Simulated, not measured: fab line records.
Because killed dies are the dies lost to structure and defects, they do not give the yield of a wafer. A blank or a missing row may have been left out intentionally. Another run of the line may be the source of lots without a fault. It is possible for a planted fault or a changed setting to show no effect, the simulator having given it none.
fab line records -- flow n5-finfet -- part 1 of 2: steps 1 to 3 of 6
[record] lots = 23, wafers = 69, last-day = 20
route steps=1938 shown BEOL_M3@954
lots untouched by any fault: they come from a run of this same line in which no faults occurred
start-h: hours from the record's opening day to when the first of the lot's shown wafers began -- wait-h: hours elapsed since this lot's preceding step -- " identical to the entry in the row above -- L1.1+2: one row covering several wafers at once -- - either no value or no given start -- * or withheld: withheld -- < > ~ a bound
route shown NAME@n: NAME is a module with steps in the file, n the number in the route of the first one -- usual: average and standard deviation across the fault-free wafers -- same: alike in all rows -- chamber/n: place in a boat -- sites: the reading at each site -- _std_site: the standard deviation of these -- _edge_site: the outer-site mean with the inner-site mean subtracted -- radius-mm: how far each site lies from the wafer's centre -- mask NAME#n: copy n -- behind: the most recent tool/chamber to have shaped the wafer -- hold: the reason the lot was held/the length of the hold in hours/how it ended -- device: whichever transistor did not switch (one of n, p or np) -- end of line: the route-end tests of the same wafers -- for a step that has no rows: nothing shown but its recipe -- killed: count of dies lost to structure and defects at first sort (not the wafer's yield) -- map: dies across one wafer; x = killed, . = not, _ = none there
set.NAME: the setting the step ran with; set.NAME@STEP: the setting that earlier step ran with -- model.NAME: the simulator's own value behind a step, which no gauge read
the route's steps for a sample of lots (tables are steps, rows are wafers)
services: a tool's chamber out of use, with start hour (start-h, from the record's first day; less than 0 if before it), hours out, and reason
[[steps]]
[step N5_BEOL_M3_HM_OPEN_17]
[recipe] chemistry = Cl2/BCl3, target-depth-a = 200, overetch-a = 60, target = TiN, mask-material = SOC, ion-energy-ev = 150, pressure-mtorr = 10, icp-w = 1000, bias-w = 126, Cl2_flow_sccm = 53.25, bcl3-flow-sccm = 21.75, Ar_flow_sccm = 25
[usual] bias-w = 126.0/0.41, drypump-motor-current-A = 5.68/0.15, oes-product-au = 0.71/0.074, rf-fwd-power-W = 991/4.2, throttle-valve-pct = 22.24/0.25
lot.wafer,tool,chamber,start-h,wait-h,bias-w,drypump-motor-current-A,oes-product-au,rf-fwd-power-W,rf-hours-counter-h,throttle-valve-pct
L074.2,rie-metal-03,0,156.98,0.1,125.7,5.70,0.54,997,-,22.61
L074.3,rie-metal-03,0,156.98,0.1,125.5,5.70,0.54,995,-,22.61
L074.5,rie-metal-03,0,156.98,0.1,125.7,5.70,0.54,993,-,22.61
L075.3,rie-metal-01,1,176.37,0.1,126.3,5.85,0.79,993,-,22.46
L075.5,rie-metal-01,0,176.37,0.1,125.5,5.71,0.78,990,-,22.26
L075.6,rie-metal-01,1,176.37,0.1,127.0,5.84,0.77,988,-,22.49
L076.1,rie-metal-02,0,176.57,0.0,125.2,5.66,0.70,994,31,21.86
L076.4,rie-metal-02,1,176.57,0.0,126.1,5.34,0.71,990,-,22.07
L076.5,rie-metal-02,1,176.57,0.0,126.2,5.31,0.70,992,-,22.10
L077.1,rie-metal-02,1,182.20,0.0,126.3,5.37,0.71,998,28,22.09
L077.4,rie-metal-02,1,182.20,0.0,125.9,5.33,0.72,994,-,22.08
L077.5,rie-metal-02,0,182.20,0.0,125.5,5.64,0.70,994,-,21.84
L078.1,rie-metal-03,1,185.47,0.0,126.7,5.76,0.82,996,2,22.14
L078.3,rie-metal-03,0,185.47,0.0,126.4,5.70,0.53,996,-,22.64
L078.6,rie-metal-03,0,185.47,0.0,126.1,5.72,0.54,997,-,22.63
L079.1,rie-metal-02,1,188.27,0.0,126.3,5.37,0.71,989,29,22.08
L079.4,rie-metal-02,1,188.27,0.0,125.6,5.33,0.72,990,-,22.06
L079.6,rie-metal-02,1,188.27,0.0,126.0,5.37,0.71,993,-,22.09
L082.2,rie-metal-01,0,210.25,0.0,125.4,5.73,0.79,992,10,22.23
L082.4,rie-metal-01,1,210.25,0.0,125.6,5.87,0.77,996,-,22.48
L082.5,rie-metal-01,1,210.25,0.0,125.3,5.83,0.77,995,-,22.47
L083.2,rie-metal-01,0,213.63,0.0,126.0,5.74,0.78,989,10,22.25
L083.5,rie-metal-01,0,213.63,0.0,126.3,5.74,0.77,987,-,22.25
L083.6,rie-metal-01,1,213.63,0.0,126.0,5.83,0.76,991,-,22.49
L081.2,rie-metal-02,0,217.57,0.0,126.3,5.66,0.69,991,34,21.85
L081.3,rie-metal-02,0,217.57,0.0,126.5,5.64,0.70,994,-,21.86
L081.4,rie-metal-02,1,217.57,0.0,125.8,5.32,0.70,996,-,22.11
L080.1,rie-metal-03,1,217.80,0.0,126.1,5.73,0.78,985,4,22.16
L080.3,rie-metal-03,0,217.80,0.0,125.7,5.71,0.53,998,-,22.65
L080.6,rie-metal-03,0,217.80,0.0,126.7,5.70,0.53,993,-,22.63
L084.1,rie-metal-01,1,224.98,0.0,125.8,5.86,0.76,993,8,22.50
L084.4,rie-metal-01,0,224.98,0.0,125.8,5.74,0.77,986,-,22.23
L084.6,rie-metal-01,0,224.98,0.0,126.3,5.72,0.77,990,-,22.25
L085.1,rie-metal-03,1,232.50,0.0,125.7,5.73,0.77,988,5,22.19
L085.2,rie-metal-03,0,232.50,0.0,126.4,5.69,0.53,994,121,22.63
L085.4,rie-metal-03,1,232.50,0.0,126.5,5.71,0.78,988,-,22.17
L088.1,rie-metal-01,0,238.43,0.0,126.3,5.69,0.77,980,12,22.24
L088.2,rie-metal-01,1,238.43,0.0,126.4,5.84,0.76,990,9,22.48
L088.6,rie-metal-01,1,238.43,0.0,126.5,5.86,0.76,990,-,22.48
L087.1,rie-metal-01,1,242.71,0.0,125.8,5.85,0.76,994,9,22.49
L087.2,rie-metal-01,0,242.71,0.0,126.0,5.72,0.78,989,12,22.24
L087.4,rie-metal-01,0,242.71,0.0,126.0,5.74,0.76,988,-,22.25
L086.2,rie-metal-01,1,246.31,0.0,126.0,5.86,0.75,994,9,22.48
L086.4,rie-metal-01,0,246.31,0.0,125.6,5.74,0.76,985,-,22.27
L086.6,rie-metal-01,1,246.31,0.0,125.9,5.84,0.76,995,-,22.50
L089.1,rie-metal-02,0,257.97,0.0,125.8,5.65,0.68,997,39,21.86
L089.2,rie-metal-02,0,257.97,0.0,125.6,5.65,0.68,991,-,21.88
L089.6,rie-metal-02,0,257.97,0.0,125.8,5.64,0.68,994,-,21.86
L091.1,rie-metal-03,0,261.26,0.0,126.2,5.72,0.54,997,123,22.64
L091.4,rie-metal-03,0,261.26,0.0,126.1,5.71,0.53,998,-,22.65
L091.5,rie-metal-03,1,261.26,0.0,126.2,5.75,0.78,984,-,22.15
L090.1,rie-metal-02,1,263.14,0.0,126.8,5.40,0.70,990,31,22.10
L090.3,rie-metal-02,1,263.14,0.0,126.4,5.36,0.71,993,-,22.08
L090.5,rie-metal-02,1,263.14,0.0,126.0,5.40,0.70,995,-,22.09
L092.1,rie-metal-02,1,277.29,0.0,125.5,5.34,0.70,991,33,22.08
L092.3,rie-metal-02,0,277.29,0.0,126.1,5.64,0.67,997,-,21.89
L092.5,rie-metal-02,1,277.29,0.0,125.7,5.33,0.70,995,-,22.07
L093.3,rie-metal-01,1,284.24,0.1,125.6,5.86,0.74,988,-,22.49
L093.4,rie-metal-01,0,284.24,0.1,126.8,5.73,0.75,992,-,22.25
L093.6,rie-metal-01,0,284.24,0.1,126.4,5.75,0.75,986,-,22.26
L094.4,rie-metal-02,0,285.01,0.1,126.1,5.67,0.68,994,-,21.87
L094.5,rie-metal-02,1,285.01,0.1,125.9,5.36,0.70,999,-,22.09
L094.6,rie-metal-02,0,285.01,0.1,126.2,5.66,0.68,990,-,21.87
L096.2,rie-metal-01,0,289.49,0.0,125.9,5.73,0.74,984,18,22.27
L096.3,rie-metal-01,0,289.49,0.0,126.4,5.73,0.74,987,-,22.27
L096.4,rie-metal-01,1,289.49,0.0,126.2,5.82,0.74,986,-,22.49
L095.2,rie-metal-03,1,296.31,0.1,125.7,5.73,0.73,984,-,22.19
L095.4,rie-metal-03,1,296.31,0.1,126.4,5.74,0.74,986,-,22.21
L095.5,rie-metal-03,1,296.31,0.1,126.0,5.73,0.73,989,-,22.20
[step N5_BEOL_M3_STRIP_19]
[recipe] chemistry = O2, power-w = 400, temp-c = 40, pressure-mtorr = 30, rf-frequency-hz = 6e+07, bias-power-w = 0, overash-fraction = 0.2, o2-flow-sccm = 225
[usual] drypump-motor-current-A = 5.6/0.38, oes-product-au = 0.78/0.069, rf-vpp-V = 3.6/0.45, showerhead-plenum-p-Torr = 2.10/0.077, throttle-valve-pct = 16.72/0.18
[same] overash-fraction = 0.2
lot.wafer,tool,chamber,start-h,wait-h,drypump-motor-current-A,oes-product-au,rf-hours-counter-h,rf-vpp-V,showerhead-plenum-p-Torr,throttle-valve-pct
L074.2,rie-diel-03,3,157.15,0.1,4.9,0.74,169,3.9,2.17,16.94
L074.3,rie-diel-03,0,157.15,0.1,6.0,0.90,27,3.9,2.14,16.53
L074.5,rie-diel-03,3,157.15,0.1,4.9,0.75,-,3.6,2.17,16.93
L075.3,rie-diel-03,1,176.55,0.2,6.5,0.77,151,3.5,2.13,16.86
L075.5,rie-diel-03,0,176.55,0.2,6.0,0.89,-,3.6,2.14,16.54
L075.6,rie-diel-03,3,176.55,0.2,4.9,0.75,-,3.9,2.17,16.95
L076.1,rie-diel-03,1,176.85,0.2,6.4,0.77,151,3.3,2.13,16.86
L076.4,rie-diel-03,2,176.85,0.2,5.4,0.68,217,4.0,2.19,16.97
L076.5,rie-diel-03,0,176.85,0.2,6.0,0.88,-,3.3,2.14,16.55
L077.1,rie-diel-03,3,182.31,0.1,4.9,0.75,176,3.8,2.17,16.95
L077.4,rie-diel-03,1,182.31,0.1,6.4,0.77,153,4.0,2.13,16.87
L077.5,rie-diel-03,2,182.31,0.1,5.4,0.67,-,3.6,2.19,16.96
L078.1,rie-diel-02,1,185.58,0.1,5.4,0.85,65,2.8,2.21,16.38
L078.3,rie-diel-02,2,185.58,0.1,5.5,0.73,178,4.4,2.10,16.76
L078.6,rie-diel-02,2,185.58,0.1,5.6,0.74,-,3.5,2.10,16.77
L079.1,rie-diel-03,3,188.40,0.1,4.9,0.75,178,3.5,2.17,16.96
L079.4,rie-diel-03,0,188.40,0.1,6.0,0.88,36,3.0,2.14,16.53
L079.6,rie-diel-03,2,188.40,0.1,5.4,0.68,-,3.2,2.19,16.96
L082.2,rie-diel-06,0,210.37,0.1,5.5,0.93,25,3.4,2.09,16.49
L082.4,rie-diel-06,1,210.37,0.1,5.4,0.85,70,3.5,2.12,16.64
L082.5,rie-diel-06,0,210.37,0.1,5.5,0.92,-,3.7,2.09,16.48
L083.2,rie-diel-06,1,213.92,0.3,5.4,0.85,71,3.6,2.12,16.65
L083.5,rie-diel-06,2,213.92,0.3,5.8,0.78,-,3.4,1.96,16.79
L083.6,rie-diel-06,3,213.92,0.3,5.8,0.70,-,3.8,2.05,16.74
L081.2,rie-diel-03,2,217.82,0.2,5.4,0.67,229,3.5,2.19,16.99
L081.3,rie-diel-03,0,217.82,0.2,6.0,0.88,45,3.7,2.14,16.57
L081.4,rie-diel-03,2,217.82,0.2,5.4,0.68,-,3.6,2.19,16.99
L080.1,rie-diel-02,1,217.91,0.1,5.4,0.84,74,3.3,2.21,16.41
L080.3,rie-diel-02,0,217.91,0.1,5.5,0.80,109,4.4,2.03,16.56
L080.6,rie-diel-02,0,217.91,0.1,5.5,0.80,-,3.9,2.03,16.52
L084.1,rie-diel-06,0,225.09,0.1,5.5,0.91,29,2.4,2.09,16.48
L084.4,rie-diel-06,1,225.09,0.1,5.4,0.84,75,3.2,2.11,16.65
L084.6,rie-diel-06,2,225.09,0.1,5.8,0.78,-,4.1,1.96,16.80
L085.1,rie-diel-02,1,232.62,0.1,5.5,0.83,78,3.6,2.20,16.40
L085.2,rie-diel-02,2,232.62,0.1,5.5,0.72,191,3.3,2.09,16.80
L085.4,rie-diel-02,3,232.62,0.1,5.7,0.73,209,3.7,1.96,16.72
L088.1,rie-diel-02,3,238.54,0.1,5.6,0.73,212,3.6,1.96,16.72
L088.2,rie-diel-02,1,238.54,0.1,5.5,0.85,80,3.6,2.20,16.42
L088.6,rie-diel-02,2,238.54,0.1,5.5,0.73,-,3.1,2.09,16.80
L087.1,rie-diel-06,0,242.82,0.1,5.5,0.90,34,3.7,2.08,16.50
L087.2,rie-diel-06,1,242.82,0.1,5.4,0.85,80,3.5,2.11,16.66
L087.4,rie-diel-06,1,242.82,0.1,5.4,0.84,-,3.5,2.11,16.64
L086.2,rie-diel-03,1,246.43,0.1,6.5,0.76,171,3.0,2.12,16.89
L086.4,rie-diel-03,3,246.43,0.1,4.9,0.74,186,4.0,2.17,16.95
L086.6,rie-diel-03,3,246.43,0.1,4.9,0.74,-,3.3,2.17,16.97
L089.1,rie-diel-02,2,258.24,0.2,5.5,0.72,200,3.6,2.09,16.80
L089.2,rie-diel-02,1,258.24,0.2,5.4,0.84,88,3.6,2.20,16.42
L089.6,rie-diel-02,3,258.24,0.2,5.7,0.72,-,3.4,1.96,16.73
L091.1,rie-diel-06,3,261.56,0.3,5.8,0.69,218,3.8,2.05,16.77
L091.4,rie-diel-06,2,261.56,0.3,5.9,0.78,126,3.8,1.96,16.81
L091.5,rie-diel-06,3,261.56,0.3,5.8,0.69,-,4.0,2.05,16.77
L090.1,rie-diel-03,3,263.25,0.1,4.9,0.73,191,4.1,2.17,16.97
L090.3,rie-diel-03,0,263.25,0.1,6.0,0.85,56,4.3,2.13,16.57
L090.5,rie-diel-03,0,263.25,0.1,6.0,0.85,-,3.4,2.13,16.60
L092.1,rie-diel-02,3,277.41,0.1,5.7,0.71,226,3.5,1.96,16.74
L092.3,rie-diel-02,0,277.41,0.1,5.5,0.79,126,4.2,2.02,16.59
L092.5,rie-diel-02,3,277.41,0.1,5.6,0.72,-,3.8,1.96,16.75
L093.3,rie-diel-06,2,284.39,0.1,5.9,0.77,133,3.1,1.96,16.81
L093.4,rie-diel-06,1,284.39,0.1,5.4,0.83,92,3.1,2.11,16.68
L093.6,rie-diel-06,0,284.39,0.1,5.5,0.87,-,3.8,2.08,16.53
L094.4,rie-diel-02,3,285.11,0.1,5.7,0.72,228,3.7,1.95,16.77
L094.5,rie-diel-02,1,285.11,0.1,5.4,0.82,-,3.3,2.20,16.44
L094.6,rie-diel-02,0,285.11,0.1,5.5,0.79,-,4.1,2.02,16.57
L096.2,rie-diel-03,0,289.60,0.1,6.0,0.83,66,4.0,2.13,16.60
L096.3,rie-diel-03,1,289.60,0.1,6.5,0.75,185,3.8,2.12,16.92
L096.4,rie-diel-03,1,289.60,0.1,6.5,0.75,-,3.0,2.12,16.92
L095.2,rie-diel-06,3,296.58,0.2,5.8,0.68,228,3.1,2.04,16.79
L095.4,rie-diel-06,2,296.58,0.2,5.8,0.77,135,2.9,1.95,16.84
L095.5,rie-diel-06,3,296.58,0.2,5.8,0.68,-,3.4,2.04,16.81
[step N5_BEOL_M3_ETCH_77]
[recipe] chemistry = N2/H2, target = underlayer, target-depth-a = 65, mask-material = CAR-EUV, time-s = 5.2, ion-energy-ev = 200, pressure-mtorr = 30, source-w = 840, bias-w = 150, n2-flow-sccm = 200, h2-flow-sccm = 200, ends = cleared
[usual] bias-w = 150.0/0.43, drypump-motor-current-A = 5.6/0.34, etch-rf-on-time-s = 5.20/0.23, h2-flow-sccm = 200.0/0.61, oes-product-au = 0.67/0.056, rf-fwd-power-W = 819.6/2.4, rf-vpp-V = 523.5/2.8, showerhead-plenum-p-Torr = 2.53/0.09, throttle-valve-pct = 17.84/0.19
lot.wafer,tool,chamber,start-h,wait-h,bias-w,drypump-motor-current-A,etch-rf-on-time-s,h2-flow-sccm,oes-product-au,rf-fwd-power-W,rf-hours-counter-h,rf-vpp-V,showerhead-plenum-p-Torr,throttle-valve-pct
L074.2,rie-diel-06,2,157.85,0.0,150.2,5.9,5.37,199.0,0.69,813.9,98,517.7,2.37,17.92
L074.3,rie-diel-06,0,157.85,0.0,150.0,5.5,5.15,200.0,0.82,818.8,11,522.2,2.50,17.48
L074.5,rie-diel-06,0,157.85,0.0,150.0,5.6,5.10,200.9,0.82,822.8,-,521.7,2.50,17.49
L075.3,rie-diel-03,2,177.23,0.0,149.7,5.4,5.06,199.6,0.60,821.2,217,525.8,2.61,17.94
L075.5,rie-diel-03,2,177.23,0.0,149.8,5.4,5.04,199.9,0.59,821.2,-,527.3,2.61,17.93
L075.6,rie-diel-03,3,177.23,0.0,150.6,4.9,5.00,199.7,0.64,821.1,-,524.6,2.64,18.24
L076.1,rie-diel-03,0,177.52,0.0,150.3,6.0,5.59,199.3,0.72,816.1,33,525.9,2.63,18.04
L076.4,rie-diel-03,2,177.52,0.0,149.7,5.4,5.15,200.1,0.59,820.0,217,525.4,2.61,17.93
L076.5,rie-diel-03,2,177.52,0.0,150.0,5.4,5.21,199.2,0.59,819.6,-,529.8,2.61,17.91
L077.1,rie-diel-02,2,182.87,0.0,149.8,5.5,4.92,201.3,0.65,819.9,177,523.8,2.51,17.82
L077.4,rie-diel-02,3,182.87,0.0,149.3,5.7,5.57,200.1,0.61,820.4,197,521.2,2.41,17.90
L077.5,rie-diel-02,3,182.87,0.0,149.6,5.7,5.58,199.6,0.62,823.1,-,520.6,2.41,17.92
L078.1,rie-diel-03,0,186.25,0.0,150.5,6.0,5.60,200.6,0.73,817.9,35,525.3,2.63,18.06
L078.3,rie-diel-03,2,186.25,0.0,150.3,5.4,5.15,200.3,0.59,820.6,220,525.4,2.61,17.93
L078.6,rie-diel-03,0,186.25,0.0,150.5,6.0,5.54,199.5,0.73,819.8,-,525.2,2.63,18.05
L079.1,rie-diel-03,1,189.08,0.0,150.8,6.4,5.19,199.4,0.65,814.4,155,524.0,2.53,17.73
L079.4,rie-diel-03,3,189.08,0.0,149.9,4.9,5.01,201.0,0.65,817.6,178,526.1,2.64,18.23
L079.6,rie-diel-03,1,189.08,0.0,150.2,6.5,5.20,199.4,0.66,817.6,-,521.3,2.53,17.74
L082.2,rie-diel-03,1,211.04,0.0,150.1,6.5,5.21,200.2,0.66,825.8,161,523.9,2.53,17.74
L082.4,rie-diel-03,2,211.04,0.0,150.2,5.4,5.06,199.6,0.59,815.7,-,527.8,2.61,17.94
L082.5,rie-diel-03,1,211.04,0.0,149.7,6.5,5.22,201.2,0.66,819.7,-,523.1,2.53,17.76
L083.2,rie-diel-02,0,214.47,0.0,150.0,5.5,5.37,199.9,0.67,816.5,109,519.8,2.48,17.87
L083.5,rie-diel-02,1,214.47,0.0,149.8,5.4,4.92,200.0,0.75,818.3,-,527.9,2.67,17.56
L083.6,rie-diel-02,2,214.47,0.0,149.2,5.5,4.81,200.2,0.67,817.8,-,525.4,2.51,17.85
L081.2,rie-diel-02,1,218.66,0.0,150.5,5.5,4.87,200.9,0.74,820.3,74,528.8,2.67,17.58
L081.3,rie-diel-02,3,218.66,0.0,150.7,5.7,5.43,200.1,0.60,818.5,207,520.8,2.41,17.92
L081.4,rie-diel-02,0,218.66,0.0,150.5,5.5,5.36,200.0,0.66,820.1,110,521.4,2.47,17.86
L080.1,rie-diel-02,2,219.06,0.0,149.7,5.5,4.83,200.5,0.65,819.8,187,523.9,2.51,17.85
L080.3,rie-diel-02,0,219.06,0.0,149.4,5.6,5.37,200.7,0.67,820.1,110,521.6,2.47,17.86
L080.6,rie-diel-02,1,219.06,0.0,150.0,5.4,4.88,200.6,0.73,820.9,-,527.9,2.67,17.56
L084.1,rie-diel-02,3,225.64,0.0,149.8,5.7,5.60,200.0,0.61,821.3,208,521.6,2.40,17.93
L084.4,rie-diel-02,1,225.64,0.0,149.4,5.5,4.90,200.8,0.73,821.8,75,527.4,2.67,17.54
L084.6,rie-diel-02,1,225.64,0.0,149.6,5.4,4.90,199.6,0.73,817.3,-,527.9,2.67,17.63
L085.1,rie-diel-06,0,233.48,0.0,149.5,5.5,5.18,199.6,0.78,818.5,31,522.0,2.49,17.51
L085.2,rie-diel-06,3,233.48,0.0,150.7,5.8,5.20,199.9,0.59,821.5,209,525.5,2.52,18.00
L085.4,rie-diel-06,2,233.48,0.0,150.1,5.9,5.45,200.4,0.65,818.7,117,519.0,2.36,17.96
L088.1,rie-diel-03,0,239.21,0.0,150.5,6.0,5.48,200.1,0.71,819.8,50,526.5,2.62,18.07
L088.2,rie-diel-03,1,239.21,0.0,149.7,6.5,5.23,200.0,0.65,820.4,169,522.3,2.53,17.76
L088.6,rie-diel-03,0,239.21,0.0,150.4,6.0,5.52,200.6,0.70,822.8,-,525.9,2.62,18.07
L087.1,rie-diel-02,2,243.37,0.0,150.0,5.5,4.92,199.9,0.65,817.7,195,523.7,2.51,17.85
L087.2,rie-diel-02,0,243.37,0.0,150.1,5.5,5.34,200.0,0.67,822.7,117,519.6,2.47,17.88
L087.4,rie-diel-02,1,243.37,0.0,150.0,5.4,4.93,200.8,0.71,821.5,82,527.5,2.67,17.58
L086.2,rie-diel-06,2,246.97,0.0,149.6,5.9,5.29,200.1,0.66,819.3,120,515.8,2.36,17.93
L086.4,rie-diel-06,3,246.97,0.0,150.4,5.8,5.17,199.1,0.60,823.0,212,523.7,2.51,17.97
L086.6,rie-diel-06,3,246.97,0.0,150.3,5.8,5.13,199.9,0.59,819.0,-,525.5,2.51,17.97
L089.1,rie-diel-02,0,258.79,0.0,149.9,5.6,5.33,200.3,0.66,819.8,120,521.4,2.47,17.88
L089.2,rie-diel-02,2,258.79,0.0,150.0,5.5,4.94,200.0,0.64,819.6,201,523.0,2.50,17.85
L089.6,rie-diel-02,3,258.79,0.0,149.4,5.6,5.52,200.0,0.59,821.6,-,520.8,2.40,17.94
L091.1,rie-diel-02,0,262.23,0.0,149.9,5.5,5.37,200.0,0.67,821.1,121,521.4,2.47,17.89
L091.4,rie-diel-02,2,262.23,0.0,150.7,5.5,4.94,199.7,0.63,822.7,202,522.4,2.50,17.86
L091.5,rie-diel-02,3,262.23,0.0,149.7,5.7,5.60,200.3,0.59,815.9,-,521.1,2.40,17.92
L090.1,rie-diel-03,2,263.80,0.0,150.2,5.4,5.21,199.4,0.58,819.7,241,522.6,2.60,17.93
L090.3,rie-diel-03,1,263.80,0.0,149.8,6.5,5.24,201.1,0.64,814.6,176,523.8,2.53,17.76
L090.5,rie-diel-03,1,263.80,0.0,150.1,6.5,5.20,200.6,0.65,820.5,-,522.3,2.53,17.77
L092.1,rie-diel-02,0,278.08,0.0,149.9,5.5,5.28,201.0,0.67,819.3,127,521.9,2.47,17.90
L092.3,rie-diel-02,2,278.08,0.0,149.7,5.5,4.89,199.9,0.63,818.9,207,521.7,2.50,17.86
L092.5,rie-diel-02,2,278.08,0.0,150.1,5.5,4.88,198.6,0.65,817.0,-,520.6,2.50,17.88
L093.3,rie-diel-06,2,285.07,0.0,150.1,5.9,5.35,200.2,0.65,817.3,133,519.3,2.35,17.97
L093.4,rie-diel-06,3,285.07,0.0,150.6,5.8,5.27,200.0,0.59,819.9,225,521.6,2.51,17.98
L093.6,rie-diel-06,1,285.07,0.0,150.6,5.4,5.26,200.6,0.68,819.9,-,525.3,2.55,17.66
L094.4,rie-diel-06,0,285.66,0.0,150.4,5.5,5.21,200.2,0.76,822.3,47,519.3,2.48,17.56
L094.5,rie-diel-06,1,285.66,0.0,150.3,5.4,5.21,200.1,0.71,822.1,-,525.1,2.55,17.68
L094.6,rie-diel-06,2,285.66,0.0,149.8,5.8,5.34,199.9,0.65,822.2,-,519.8,2.35,17.95
L096.2,rie-diel-02,1,290.15,0.0,149.4,5.4,4.90,200.5,0.72,820.6,99,531.2,2.66,17.63
L096.3,rie-diel-02,3,290.15,0.0,150.3,5.7,5.56,199.7,0.60,815.9,230,521.2,2.40,17.96
L096.4,rie-diel-02,0,290.15,0.0,149.9,5.5,5.33,200.1,0.65,822.8,131,522.6,2.47,17.88
L095.2,rie-diel-06,2,297.25,0.0,150.4,5.9,5.36,200.2,0.65,820.6,135,519.4,2.35,17.97
L095.4,rie-diel-06,3,297.25,0.0,149.9,5.8,5.22,200.6,0.58,816.2,228,523.3,2.51,18.01
L095.5,rie-diel-06,2,297.25,0.0,149.9,5.8,5.32,201.1,0.65,819.5,-,517.5,2.35,17.99
